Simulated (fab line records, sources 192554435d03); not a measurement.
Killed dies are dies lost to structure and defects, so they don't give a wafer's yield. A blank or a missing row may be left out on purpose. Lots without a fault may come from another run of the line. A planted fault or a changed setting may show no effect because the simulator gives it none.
Chamber matching | flow n5_finfet | N5_BEOL_M1_DEP_57 on pecvd-03: 3 sister chambers
The step deposits SiCN from 3MS/NH3, target thk 8 nm, time 14 s. 14 wafers are shown with their chamber, then 7 later ones without.

WAFERS WITH THEIR CHAMBER
wafer  | chamber | showerhead_plenum_p_Torr (Torr) | throttle_valve_pct (%)
L074.1 | 2       | 3.661                           | 9.1
L074.2 | 1       | 3.699                           | 9.6
L074.3 | 0       | 3.696                           | 8.9
L077.1 | 0       | 3.679                           | 9.2
L077.3 | 2       | 3.665                           | 9.0
L077.5 | 2       | 3.666                           | 9.0
L082.2 | 1       | 3.692                           | 9.9
L082.3 | 0       | 3.699                           | 9.2
L082.5 | 0       | 3.687                           | 9.3
L085.2 | 0       | 3.694                           | 9.4
L085.3 | 0       | 3.687                           | 9.3
L085.4 | 1       | 3.692                           | 9.7
L090.1 | 1       | 3.683                           | 9.5
L090.5 | 0       | 3.696                           | 9.4

SIGNATURES (means of the wafers above)
reading                  | chamber 0 | chamber 1 | chamber 2 | scatter within a chamber
showerhead_plenum_p_Torr | 3.69114   | 3.69150   | 3.66400   | 0.00634
throttle_valve_pct       | 9.243     | 9.675     | 9.033     | 0.157
Rule: a wafer's distance from a chamber is the root of the sum, over the readings, of the square of ((its reading less the chamber's mean) divided by the reading's scatter). The wafer belongs to the nearest chamber; if the next one is less than 2 further off, it can't be placed. The scatter: the root of (the sum of the squares of (reading less its chamber's mean) over the shown wafers, divided by (wafers less chambers)).

WAFERS WITHOUT THEIR CHAMBER
wafer  | showerhead_plenum_p_Torr (Torr) | throttle_valve_pct (%)
L090.6 | 3.699                           | 9.3
L093.3 | 3.689                           | 9.6
L093.5 | 3.697                           | 9.5
L093.6 | 3.644                           | 8.7
L097.1 | 3.647                           | 8.4
L097.2 | 3.700                           | 9.7
L097.6 | 3.700                           | 9.5

WHICH CHAMBER EACH WENT THROUGH
wafer  | from the rows above     | in truth
L090.6 | can't be placed: 0 or 1 | 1
L093.3 | can't be placed: 1 or 0 | 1
L093.5 | can't be placed: 1 or 0 | 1
L093.6 | 2                       | 2
L097.1 | 2                       | 2
L097.2 | can't be placed: 1 or 0 | 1
L097.6 | can't be placed: 1 or 0 | 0
Placed correctly: 2 of 7. Can't be placed from these rows: 5 (the true chamber is among the candidates in 5). Placed wrongly: 0.
